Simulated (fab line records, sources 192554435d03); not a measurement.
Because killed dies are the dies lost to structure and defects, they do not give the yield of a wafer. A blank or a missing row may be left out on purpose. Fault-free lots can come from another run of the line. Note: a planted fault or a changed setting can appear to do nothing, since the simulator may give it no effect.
fab line records | flow n5_finfet
record lots=4 | wafers=12 | last_day=17
route steps=1938 shown SD_ACTIVATION@330 ILD0@335 SDB@347 MOL_CONTACT_COAG@558 BEOL_M4@1111
lots that met no fault: from a run of the same line without faults
start_h: start of the lot's first displayed wafer, in hours after the record's first day | wait_h: time in hours since the lot's previous step | " the same as in the row above | L1.1+2: several wafers, shown together as one row | - no value, or no start was given | * or withheld: withheld | < > ~ a bound
route shown NAME@n: names a module that has steps shown in the file, with the first one's number in the route | usual: mean/standard deviation of fault-free wafers | same: alike in all rows | chamber/n: place in a boat | sites: the reading at each site | _std_site: the values' standard deviation | _edge_site: outer sites' mean less inner sites' | radius_mm: how far each site lies from the wafer's centre | mask NAME#n: copy n | behind: the tool/chamber that last shaped the wafer | hold: why the lot went on hold/how many hours it stayed there/how the hold came to an end | device: which transistor (n, p or np) failed to switch | end of line: tests run on the same wafers once the route is complete | for a step that has no rows: nothing shown but its recipe | killed: at the first sort, the dies lost to defects and structure; wafer yield is something else | map: a wafer's dies, marking killed ones x, the rest . and places with no die _
set.NAME: setting as actually run; set.NAME@STEP: the setting as run at that earlier step | model.NAME: the simulator's own value behind a step, which no gauge read
a table for each step, a row for each wafer; lots at some steps of the route
## steps
# step N5_SD_ACTIVATION_RTA_00
# recipe temp_c=975 | time_s=0 | ambient=N2 | idle_temp_c=600 | ramp_up_c_per_s=150 | ramp_down_c_per_s=60 | cool_to_c=600
# step N5_SD_ACTIVATION_LSA_01
# recipe temp_c=1080 | time_s=0.0008 | ambient=N2
# step N5_ILD0_LINER_00
# recipe material=SiNx | target_thk_a=40 | temp_c=400 | ald_precursor_family=SiH2I2 | ald_co_reactant=N2/H2-plasma | pulse_time_s=1 | purge_time_s=2 | co_reactant_purge_time_s=2 | ald_cycles=80 | pressure_torr=2
# step N5_ILD0_FCVD_FILL_01
# recipe material=SiO2_flowable | target_thk_a=2000 | temp_c=100 | pressure_torr=0.8 | rf_w=2000 | time_s=328.3
# step N5_ILD0_CURE_02
# recipe temp_c=450 | time_s=1800 | ambient=steam | idle_temp_c=400 | ramp_up_c_per_min=5 | ramp_down_c_per_min=3 | densification_p_h2o_torr=640
# step N5_ILD0_CMP_03
# recipe stop_on=SiNx | t_overpolish_s=1.9 | post_cmp_clean=alkaline_brush | down_force_psi=4.1491 | platen_rpm=51.796 | pad_velocity_m_s=1.0306 | target_thk_nm=197.38
# step N5_ILD0_CMP_07
# recipe stop_on=poly-Si | material=SiO2_flowable | t_overpolish_s=1.18 | post_cmp_clean=alkaline_brush | down_force_psi=4.1491 | platen_rpm=51.796 | pad_velocity_m_s=1.0306 | target_thk_nm=138.88
# step N5_ILD0_PRECLEAN_10
# recipe chemistry=NF3:NH3 | afs_cycles=5 | time_s=20 | temp_c=30 | sublimation_temp_c=180 | sublimation_time_s=60 | pressure_torr=3 | rf_power_w=30
# usual rf_power_w=29.98/0.086 | time_s=20/0
lot.wafer | tool             | chamber | start_h | wait_h | rf_power_w | time_s | model.SiO2_flowable_of_ILD0_FCVD_FILL_01.thk_nm
L655.4    | remote_plasma-01 | 0       | 94.29   | 0.4    | 29.88      | 20     | 122.2
L655.5    | "                | 0       | "       | "      | 29.92      | 20     | 121.4
L655.6    | "                | 0       | "       | "      | 29.80      | 20     | 119.4
L661.3    | remote_plasma-01 | 1       | 129.61  | 0.3    | 29.86      | 16.047 | 123.8
L661.4    | "                | 1       | "       | "      | 29.96      | 20     | 120.6
L661.6    | "                | 1       | "       | "      | 29.96      | 16.047 | 122
L663.2    | remote_plasma-01 | 1       | 139.50  | 0.1    | 29.98      | 20     | 120.4
L663.3    | "                | 1       | "       | "      | 29.99      | 16.047 | 124
L663.6    | "                | 1       | "       | "      | 29.92      | 16.047 | 124
L671.1    | remote_plasma-02 | 1       | 190.30  | 0.0    | 29.91      | 20     | 119.2
L671.2    | "                | 1       | "       | "      | 30.01      | 20     | 120.6
L671.4    | "                | 1       | "       | "      | 30.00      | 20     | 119
# step N5_ILD0_ALD_15
# recipe material=SiNx | target_thk_a=240 | temp_c=400 | ald_precursor_family=SiH2I2 | ald_co_reactant=N2/H2-plasma | pulse_time_s=1 | ald_cycles=480 | purge_time_s=2 | co_reactant_purge_time_s=2 | pressure_torr=2
# step N5_ILD0_CMP_12
# recipe stop_on=poly-Si | material=SiNx | t_overpolish_s=6 | post_cmp_clean=alkaline_brush | down_force_psi=2.5 | platen_rpm=51.8 | pad_velocity_m_s=1.0307 | target_thk_nm=17.67
# step N5_SDB_HM_DEP_00
# recipe material=SiNx | target_thk_a=400 | temp_c=400 | precursor=SiH4/NH3/N2 | pressure_torr=1.5 | rf_w=300 | time_s=35.3
# step N5_SDB_COAT_03
# recipe resist=SOC | temp_c=250 | time_s=60 | spin_rpm=1500 | resist_thk_nm=100
# step N5_SDB_COAT_04
# recipe resist=SiARC | temp_c=220 | time_s=60 | spin_rpm=1500 | resist_thk_nm=18
# step N5_SDB_COAT_05
# recipe resist=CAR-ArF | spin_rpm=1500 | resist_thk_nm=90
# step N5_SDB_EBR_07
# recipe solvent=PGMEA | ebr_width_mm=1.5
# step N5_SDB_SOFTBAKE_06
# recipe temp_c=110 | time_s=60 | resist=CAR-ArF
# step N5_SDB_EXPOSE_08
# recipe mask_id=SDB | na=1.35 | source_shape=conventional | sigma_outer=0.5 | polarization=unpolarized | dose_mj=49.6
# step N5_SDB_PEB_09
# recipe peb_temp_c=withheld | peb_time_s=60 | resist=CAR-ArF
# step N5_SDB_DEVELOP_10
# recipe develop_time_s=30 | developer=TMAH | resist=CAR-ArF | rinse_liquid=diw | dry=air_spin | dev_temp_c=23
# step N5_SDB_DESCUM_16
# recipe chemistry=O2 | time_s=7.9 | source_power_w=50 | bias_power_w=20 | pressure_mtorr=20 | rf_frequency_hz=2.712e+07 | temp_c=40 | resist=CAR-ArF | o2_flow_sccm=225
# step N5_SDB_ETCH_17
# recipe chemistry=CF4 | target=SiARC | target_depth_a=234 | mask_material=CAR-ArF | time_s=39 | ion_energy_ev=80 | pressure_mtorr=40 | source_w=545 | bias_w=36 | Ar_flow_sccm=100 | cf4_flow_sccm=100 | ends=cleared
# step N5_SDB_ETCH_18
# recipe chemistry=N2/H2 | target=SOC | target_depth_a=1000 | overetch_a=200 | mask_material=SiARC | temp_c=40 | time_s=150 | ion_energy_ev=200 | pressure_mtorr=30 | source_w=840 | bias_w=150 | n2_flow_sccm=200 | h2_flow_sccm=200
# step N5_SDB_STRIP_19
# recipe chemistry=N2/H2 | temp_c=40 | n2_flow_sccm=200 | h2_flow_sccm=200 | rf_frequency_hz=6e+07
# step N5_SDB_STRIP_21
# recipe chemistry=CF4 | resist=SiARC | power_w=300 | bias_power_w=75 | pressure_mtorr=50 | cf4_flow_sccm=150 | rf_frequency_hz=6e+07
# step N5_SDB_HM_OPEN_20
# recipe chemistry=CH3F/O2 | target=SiNx | mask_material=SOC | target_depth_a=240 | stop_on=poly-Si | over_etch_frac=0.4 | ion_energy_ev=120 | pressure_mtorr=30 | source_w=395 | bias_w=73 | Ar_flow_sccm=150 | CH3F_flow_sccm=30 | O2_flow_sccm=20
# step N5_SDB_STRIP_22
# recipe chemistry=N2/H2 | power_w=1000 | temp_c=250 | h2_frac=0.65 | overash_fraction=0.3 | pressure_mtorr=withheld | n2_flow_sccm=1750 | h2_flow_sccm=3250
# step N5_SDB_PRECLEAN_23
# recipe chemistry=dHF | time_s=30 | temp_c=25 | dilution=withheld
# step N5_SDB_DUMMY_REMOVE_24
# recipe chemistry=TMAH | temp_c=70 | target=poly-Si | stop_on=SiO2 | target_depth_nm=142 | conc_wt_pct=5 | time_s=57 | dry=ipa_marangoni | rinse_time_s=30 | rinse_temp_c=23
# step N5_SDB_ETCH_25
# recipe chemistry=C4F6/O2 | target=SiO2 | target_depth_a=100 | time_s=3.3 | ion_energy_ev=250 | mask_material=SiNx | pressure_mtorr=30 | source_w=345 | bias_w=185 | Ar_flow_sccm=300 | C4F6_flow_sccm=10 | O2_flow_sccm=10
# step N5_SDB_CUT_ETCH_26
# recipe chemistry=HBr/Cl2/O2 | target=Si | target_depth_a=1296 | bt_time_s=20 | mask_material=SiNx | time_s=51.8 | ion_energy_ev=* | bias_w=* | pressure_mtorr=10 | icp_w=800 | HBr_flow_sccm=150 | Cl2_flow_sccm=80 | O2_flow_sccm=12
# step N5_SDB_PRECLEAN_38
# recipe chemistry=dHF | time_s=10 | dilution=750:1 | temp_c=25
# step N5_SDB_PRECLEAN_39
# recipe chemistry=O3/DIW | time_s=45 | temp_c=22 | o3_ppm=10
# step N5_MOL_CONTACT_COAG_WET_ETCH_116
# recipe chemistry=SC1-inhibited | target_depth_nm=4.6 | dry=ipa_marangoni | rinse_time_s=30 | rinse_temp_c=23
# same rinse_time_s=30
lot.wafer | tool         | chamber | start_h | wait_h | model.SiO2_flowable_of_ILD0_FCVD_FILL_01.thk_nm
L655.4    | wet_bench-05 | 7       | 125.43  | 0.0    | 114
L655.5    | "            | 4       | "       | "      | 113.2
L655.6    | "            | 3       | "       | "      | 111.2
L661.3    | wet_bench-01 | 6       | 165.56  | 0.0    | 115.4
L661.4    | "            | 0       | "       | "      | 112.4
L661.6    | "            | 1       | "       | "      | 113.8
L663.2    | wet_bench-05 | 5       | 172.37  | 0.0    | 112.2
L663.3    | "            | 6       | "       | "      | 115.6
L663.6    | "            | 4       | "       | "      | 115.4
L671.1+4  | wet_bench-01 | 5,7     | 223.36  | 0.0    | 111
L671.2    | "            | 3       | "       | "      | 112.6
# step N5_BEOL_M4_RC_MEAS_101
# usual DIBL_N=36.0/2.5 | DIBL_P=36.7/3 | IOFF_N=0.16/0.043 | IOFF_P=0.21/0.049 | ION_N=673/15 | ION_P=461/9.8 | SS_N=71.5/0.83 | SS_P=73.4/0.83 | VT_N=250/4 | VT_P=-251/4
lot.wafer | tool      | chamber | start_h | wait_h | DIBL_N[mV/V] | DIBL_P[mV/V] | IOFF_N[nA/um] | IOFF_P[nA/um] | ION_N[uA/um] | ION_P[uA/um] | SS_N[mV/dec] | SS_P[mV/dec] | VT_N[mV] | VT_P[mV]
L655.4    | prober-01 | 0       | 192.83  | 0.5    | 37.2         | 39.0         | 0.17          | 0.25          | 676          | 464          | 71.2         | 73.3         | 247      | -248
L655.5    | "         | 0       | "       | "      | 37.2         | 37.7         | 0.15          | 0.21          | 664          | 455          | 71.4         | 72.9         | 250      | -250
L655.6    | "         | 0       | "       | "      | 37.6         | 38.0         | 0.16          | 0.24          | 678          | 471          | 71.9         | 73.2         | 249      | -247
L663.2    | prober-01 | 0       | 239.56  | 0.2    | 36.3         | 33.3         | 0.13          | 0.15          | 656          | 444          | 71.6         | 72.4         | 256      | -258
L663.3    | "         | 0       | "       | "      | 38.1         | 39.2         | 0.18          | 0.26          | 668          | 460          | 72.2         | 74.2         | 251      | -250
L663.6    | "         | 0       | "       | "      | 39.1         | 37.0         | 0.19          | 0.21          | 680          | 453          | 72.6         | 73.7         | 250      | -252
L661.3    | prober-02 | 0       | 242.34  | 0.3    | 36.3         | 36.6         | 0.18          | 0.21          | 697          | 467          | 71.0         | 73.8         | 249      | -252
L661.4    | "         | 0       | "       | "      | 39.4         | 39.3         | 0.20          | 0.24          | 678          | 457          | 72.8         | 74.5         | 248      | -252
L661.6    | "         | 0       | "       | "      | 39.2         | 40.1         | 0.22          | 0.27          | 691          | 482          | 72.9         | 74.1         | 247      | -249
L671.1    | prober-01 | 0       | 305.14  | 0.0    | 36.1         | 36.6         | 0.15          | 0.21          | 660          | 462          | 72.1         | 73.6         | 250      | -249
L671.2    | "         | 0       | "       | "      | 34.3         | 34.1         | 0.12          | 0.18          | 654          | 453          | 72.2         | 72.7         | 252      | -251
L671.4    | "         | 0       | "       | "      | 39.4         | 41.6         | 0.26          | 0.32          | 713          | 488          | 73.3         | 74.2         | 240      | -244
## key
first_sign step=N5_ILD0_PRECLEAN_10 | reading=time_s | direction=down | sigmas=99+ | usual=* | struck=*
effect none on later readings
model_effect step=N5_ILD0_PRECLEAN_10 | value=SiO2_flowable_of_ILD0_FCVD_FILL_01.thk_nm | without=120.4 | struck=123.5
model_effect step=N5_MOL_CONTACT_COAG_WET_ETCH_116 | value=SiO2_flowable_of_ILD0_FCVD_FILL_01.thk_nm | without=112.2 | struck=115.1
met_at N5_ILD0_PRECLEAN_10
struck_wafers L661.3,L661.6,L663.3,L663.6
onset_between 94.29 129.61
fault kind=process_parameter_drift | tool=remote_plasma-01 | chamber=- | onset_h=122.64 | steps=N5_ILD0_PRECLEAN_10 | channel=time_s | offset=* | shape=step | end_h=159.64 | scope=struck_wafers_only | acts_in=* | stated=*
